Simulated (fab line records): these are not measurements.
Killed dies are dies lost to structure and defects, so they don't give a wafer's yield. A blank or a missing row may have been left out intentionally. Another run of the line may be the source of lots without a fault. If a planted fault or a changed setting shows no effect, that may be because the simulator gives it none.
A struck lot beside a sound one	flow n5 finfet	14 steps out of a route of 1938
Sound: the wafers L793.2, L793.5, L793.6. Struck: wafer L783.4; the same lot's L783.6 was not struck, so it is left out; see the end for the cause.
Each step with rows lists, per side, the tool, then ch with its chambers, then its first start. Under that, the readings that differ: sound wafers	struck wafers	difference of the means	sigmas: that difference in standard deviations of wafers without a fault.
alike: readings with means less than 2 such deviations apart, plus words and numbers identical on both sides. not compared: withheld readings, readings lacking a value on some wafer, bounds such as >300 that could conceal the same value, and numbers that have no deviation in the record and whose values overlap.
The two part at a step that has a row with sigmas, a row that says differs or no value, or rows on one side only. Numbers that don't overlap but have no deviation are shown without sigmas and don't part them. A reading that every wafer of one side lacks parts them only if that side has two wafers or more.

N5_BEOL_M9_OVL_MEAS_29:
  sound on overlay-01 ch 0, day 14 01:26; struck on overlay-02 ch 0, day 11 15:50
  alike: V8_OVL
N5_BEOL_M9_INSPECT_30: inspects for defects (brightfield).
  struck on defect inspect-01, day 11 15:53; sound on defect inspect-01, day 14 01:30
  alike: raw defect count
N5_BEOL_M9_DESCUM_33: chemistry O2, time 7 s.
  sound on rie diel-04 ch 0,1,2, day 14 01:32; struck on rie diel-04 ch 0, day 11 15:55
  alike: drypump motor current A, oes product au, rf vpp V, showerhead plenum p Torr, throttle valve pct
  not compared: rf hours counter h
then, 1 step without rows for these wafers: N5_BEOL_M9_ETCH_76 (etches underlayer in N2/H2, target depth 6.5 nm, time 5.2 s).
N5_BEOL_M9_ETCH_65: etches SiARC in CF4, target depth 15.6 nm, time 26 s.
  sound on rie diel-04 ch 0,1,2, day 14 01:35; struck on rie diel-04 ch 0, day 11 15:58
reading	sound	struck	difference	sigmas
rf vpp V (V)	184.3 185.9 186.0	183.0	-2.4	-2
  alike: cf4 flow sccm, drypump motor current A, etch rf on time s, mfc ar sccm, oes product au, showerhead plenum p Torr, throttle valve pct
  not compared: rf hours counter h
N5_BEOL_M9_ETCH_66: etches SOC in N2/H2, target depth 80 nm, overetch 16 nm, time 120 s.
  sound on rie diel-04 ch 0,1,2, day 14 01:37; struck on rie diel-04 ch 0, day 11 16:00
  alike: drypump motor current A, oes product au, rf vpp V, showerhead plenum p Torr, throttle valve pct
  not compared: rf hours counter h
then, 2 steps without rows for these wafers: N5_BEOL_M9_STRIP_69 (strips in N2/H2); N5_BEOL_M9_STRIP_77 (strips in N2/H2).
N5_BEOL_M9_VIA_ETCH_34: etches SiCOH lowk in C4F6/O2, target depth 182.4 nm, time 68.4 s.
  sound on rie diel-04 ch 0,1,2, day 14 01:43; struck on rie diel-04 ch 0, day 11 16:06
  alike: drypump motor current A, mfc ar sccm, oes_ar_750_au, oes product au, rf vpp V, showerhead plenum p Torr, throttle valve pct
  not compared: rf hours counter h
then, 2 steps without rows for these wafers: N5_BEOL_M9_STRIP_73 (strips in C4F6/O2); N5_BEOL_M9_STRIP_36 (strips in N2/H2).
N5_BEOL_M9_TRENCH_ETCH_37: etches SiCOH lowk in C4F6/O2, target depth 151.43 nm, time 49 s.
  sound on rie diel-04 ch 0,1,2; struck on rie diel-04 ch 0
reading	sound	struck	difference	sigmas
mfc ar sccm (sccm)	299.8 299.9 299.9	302.1	+2.2	+2
  alike: drypump motor current A, oes_ar_750_au, oes product au, rf vpp V, showerhead plenum p Torr, throttle valve pct
  not compared: rf hours counter h
N5_BEOL_M9_ETCH_41: etches SiCN in CH3F/O2, target depth 36.6 nm, time 70.1 s.
  sound on rie diel-04 ch 0,1,2, day 14 01:52; struck on rie diel-04 ch 0, day 11 16:14
reading	sound	struck	difference	sigmas
model.etch.depth nm (nm)	26.51 26.16 26.06	36.41	+10.17	
  alike: drypump motor current A, mfc ar sccm, oes product au, rf vpp V, showerhead plenum p Torr, throttle valve pct
  not compared: rf hours counter h
then, 1 step without rows for these wafers: N5_BEOL_M9_STRIP_80 (strips in N2/H2, time 10 s).

WHERE THEY PART
At N5_BEOL_M9_ETCH_65 first; at N5_BEOL_M9_TRENCH_ETCH_37 last (within this record only). Later steps at which nothing parts them and some readings are alike: N5_BEOL_M9_ETCH_41.

WHY: the cause the simulator had injected
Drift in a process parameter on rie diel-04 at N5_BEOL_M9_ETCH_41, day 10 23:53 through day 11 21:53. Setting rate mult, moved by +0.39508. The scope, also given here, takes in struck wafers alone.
